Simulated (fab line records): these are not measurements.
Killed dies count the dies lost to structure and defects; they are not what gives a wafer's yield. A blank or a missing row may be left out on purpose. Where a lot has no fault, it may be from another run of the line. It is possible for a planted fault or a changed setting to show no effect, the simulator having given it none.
Chamber matching	flow n5_finfet	N5_FIN_SAQP_DESCUM_21 on rie_diel-05 has 4 sister chambers
The step chemistry O2, time 7.9 s. 20 wafers are shown with their chamber, then 10 later ones without.

== WAFERS PAIRED WITH THEIR CHAMBERS ==
wafer	chamber	drypump_motor_current_A (A)	showerhead_plenum_p_Torr (Torr)	throttle_valve_pct (%)
L075.1	2	5.2	1.97	20.28
L075.2	3	5.6	2.17	20.71
L075.5	3	5.6	2.18	20.69
L076.2	2	5.2	1.97	20.26
L076.5	3	5.5	2.18	20.72
L076.6	0	6.4	2.01	20.27
L079.3	2	5.2	1.97	20.27
L079.4	1	5.1	2.18	20.82
L079.6	0	6.4	2.01	20.29
L080.3	3	5.5	2.17	20.72
L080.4	0	6.4	2.01	20.30
L080.5	3	5.5	2.17	20.71
L081.2	2	5.2	1.96	20.27
L081.4	0	6.4	2.01	20.28
L081.5	2	5.2	1.96	20.29
L083.3	1	5.1	2.18	20.82
L083.5	0	6.4	2.01	20.30
L083.6	1	5.1	2.18	20.82
L090.3	0	6.4	2.00	20.32
L090.4	3	5.6	2.16	20.75

SIGNATURES (averages over the wafers above)
reading	chamber 0	chamber 1	chamber 2	chamber 3	scatter within a chamber
drypump_motor_current_A	6.400	5.100	5.200	5.550	0.0306
showerhead_plenum_p_Torr	2.0083	2.1800	1.9660	2.1717	0.00552
throttle_valve_pct	20.2933	20.8200	20.2740	20.7167	0.0158
Rule: a wafer's distance from a chamber is the root of the sum, over the readings, of the square of ((its reading less the chamber's mean) divided by the reading's scatter). If the next closest chamber is less than 2 further off than the closest, the wafer can't be placed; otherwise it belongs to the closest. How the scatter is found: for the shown wafers, subtract from each reading the mean of its chamber, square and add these, divide the total by (wafers less chambers), then take the root.

== WAFERS WITH NO CHAMBER GIVEN ==
wafer	drypump_motor_current_A (A)	showerhead_plenum_p_Torr (Torr)	throttle_valve_pct (%)
L090.6	6.5	2.00	20.31
L092.4	5.1	2.17	20.88
L092.5	5.5	2.16	20.76
L092.6	6.4	2.00	20.34
L093.1	5.2	2.22	19.93
L093.5	5.6	2.16	20.77
L093.6	6.4	2.00	20.36
L096.1	5.5	2.16	20.77
L096.3	5.1	2.16	20.90
L096.5	5.2	2.22	19.96

== WHICH CHAMBER EACH WENT THROUGH ==
wafer	from the rows above	in truth
L090.6	0	0
L092.4	1	1
L092.5	3	3
L092.6	0	0
L093.1	can't be placed: 2 or 3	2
L093.5	3	3
L093.6	0	0
L096.1	3	3
L096.3	1	1
L096.5	can't be placed: 3 or 2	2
Correctly placed: 8 of 10. Cannot be placed on the basis of these rows: 2; the candidates contain the true chamber in 2. Wrongly placed: 0.
